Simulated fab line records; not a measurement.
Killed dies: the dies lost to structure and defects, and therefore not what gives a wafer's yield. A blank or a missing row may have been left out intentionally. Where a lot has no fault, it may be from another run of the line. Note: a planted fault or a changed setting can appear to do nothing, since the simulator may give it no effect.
Chamber matching	flow nand_harc	4 sister chambers for NHARC_P_ZERO_WELL_DESCUM_26 on rie_diel-01
The step chemistry O2, time 3 s. 4 wafers are shown with their chamber, then 7 later ones without.

## WAFERS WITH THEIR CHAMBER
wafer	chamber	showerhead_plenum_p_Torr (Torr)
L081.1	2	1.91
L081.3	3	1.83
L081.4	0	1.97
L081.5	1	2.01

## WAFERS MISSING THEIR CHAMBER
wafer	showerhead_plenum_p_Torr (Torr)
L081.6	1.97
L088.1	1.90
L088.3	2.00
L088.6	2.00
L091.2	1.96
L091.5	1.90
L091.6	2.00

## CHAMBER TAKEN BY EACH
wafer	from the rows above	in truth
L081.6	0	0
L088.1	2	2
L088.3	1	1
L088.6	1	1
L091.2	0	0
L091.5	2	2
L091.6	1	1
Correctly placed: 7 of 7. Number that these rows cannot place: 0. Wrongly placed: 0.
How it was worked out, from the rows above alone: a wafer's distance from a chamber is the root of the sum, over the readings, of the square of ((its reading less the chamber's mean) divided by the reading's scatter). If the next closest chamber is less than 2 further off than the closest, the wafer can't be placed; otherwise it belongs to the closest. Each chamber's mean is taken over the wafers shown for it. The scatter: root of mean squared gap, hidden wafer to nearest shown wafer, with one shown wafer a chamber.
